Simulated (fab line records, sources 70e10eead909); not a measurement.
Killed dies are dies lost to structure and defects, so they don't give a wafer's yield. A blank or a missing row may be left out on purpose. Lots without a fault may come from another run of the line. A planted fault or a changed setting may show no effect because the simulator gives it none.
A struck lot beside a sound one | flow nand_harc | 15 steps out of a route of 1302
Sound: wafers L627.1, L627.3, L627.6. Struck: wafers L648.2, L648.5, L648.6. The cause comes at the end.
At each step with rows: each side's tool, then ch and its chambers, then its first start. Under that, the readings that differ: sound wafers | struck wafers | difference of the means | sigmas: that difference in standard deviations of wafers without a fault.
alike: readings whose means differ by less than 2 such deviations, and words and numbers that are the same on both sides. not compared: withheld readings, readings that some wafer has no value for, bounds like >300 that may hide the same value, and numbers for which the record gives no deviation and whose values overlap.
The two part at a step that has a row with sigmas, a row that says differs or no value, or rows on one side only. Numbers that don't overlap but have no deviation are shown without sigmas and don't part them. A reading that every wafer of one side lacks parts them only if that side has two wafers or more.

first, 1 step without rows for these wafers: NHARC_A_ONON_D1_DEP_03 (target thk 1000 nm).
NHARC_A_ONON_D1_THK_MEAS_05: measures by ellipsometry.
  sound on film_metro-01, day 8 09:11; struck on film_metro-01, day 16 21:59
  reading     | sound          | struck      | difference | sigmas
  thk_nm (nm) | 1005 1006 1005 | 979 981 980 | -25        | -3
then, 1 step without rows for these wafers: NHARC_A_ONON_D1_DEP_06 (target thk 1000 nm).
NHARC_A_ONON_D1_THK_MEAS_08: measures by ellipsometry.
  sound on film_metro-02, day 8 09:44; struck on film_metro-01, day 16 22:32
  alike: thk_nm
then, 1 step without rows for these wafers: NHARC_A_ONON_D1_DEP_09 (target thk 1000 nm).
NHARC_A_ONON_D1_THK_MEAS_11: measures by ellipsometry.
  sound on film_metro-01, day 8 10:19; struck on film_metro-01, day 16 23:07
  alike: thk_nm
then, 1 step without rows for these wafers: NHARC_A_ONON_D1_DEP_12 (target thk 1000 nm).
NHARC_A_ONON_D1_THK_MEAS_14: measures by ellipsometry.
  sound on film_metro-02, day 8 10:53; struck on film_metro-01, day 16 23:40
  reading     | sound       | struck         | difference | sigmas
  thk_nm (nm) | 989 988 990 | 1019 1019 1018 | +30        | +3
then, 2 steps without rows for these wafers: NHARC_A_ONON_D1_ANNEAL_15 (time 3600 s); NHARC_A_ONON_D1_DEP_16 (target thk 1000 nm).
NHARC_A_ONON_D1_THK_MEAS_18: measures by ellipsometry.
  sound on film_metro-02, day 8 18:44; struck on film_metro-01, day 17 09:04
  alike: thk_nm
NHARC_A_ONON_D1_DEP_19: target thk 1000 nm.
  sound on pecvd_onon-03 ch 0, day 8 18:47; struck on pecvd_onon-01 ch 0, day 17 09:11
NHARC_A_ONON_D1_THK_MEAS_21: measures by ellipsometry.
  sound on film_metro-01, day 8 19:17; struck on film_metro-01, day 17 09:38
  reading     | sound          | struck         | difference | sigmas
  thk_nm (nm) | 1020 1017 1018 | 1579 1579 1581 | +561       | +62
then, 1 step without rows for these wafers: NHARC_A_ONON_D1_DEP_22 (target thk 1000 nm).
-- the record jumps here: 16 days lie between the struck wafers' starts before and after (it left off in module A_ONON_D1 and takes up again in module END, whose first step shown is number 1302 of the route) --
NHARC_END_SORT_01:
  the record has rows for the struck wafers here (prober-01 ch 0, day 33 03:50) and none for the sound ones

WHERE THEY PART
First at NHARC_A_ONON_D1_THK_MEAS_05; last, within this record, at NHARC_END_SORT_01.

WHY: what the simulator had put in
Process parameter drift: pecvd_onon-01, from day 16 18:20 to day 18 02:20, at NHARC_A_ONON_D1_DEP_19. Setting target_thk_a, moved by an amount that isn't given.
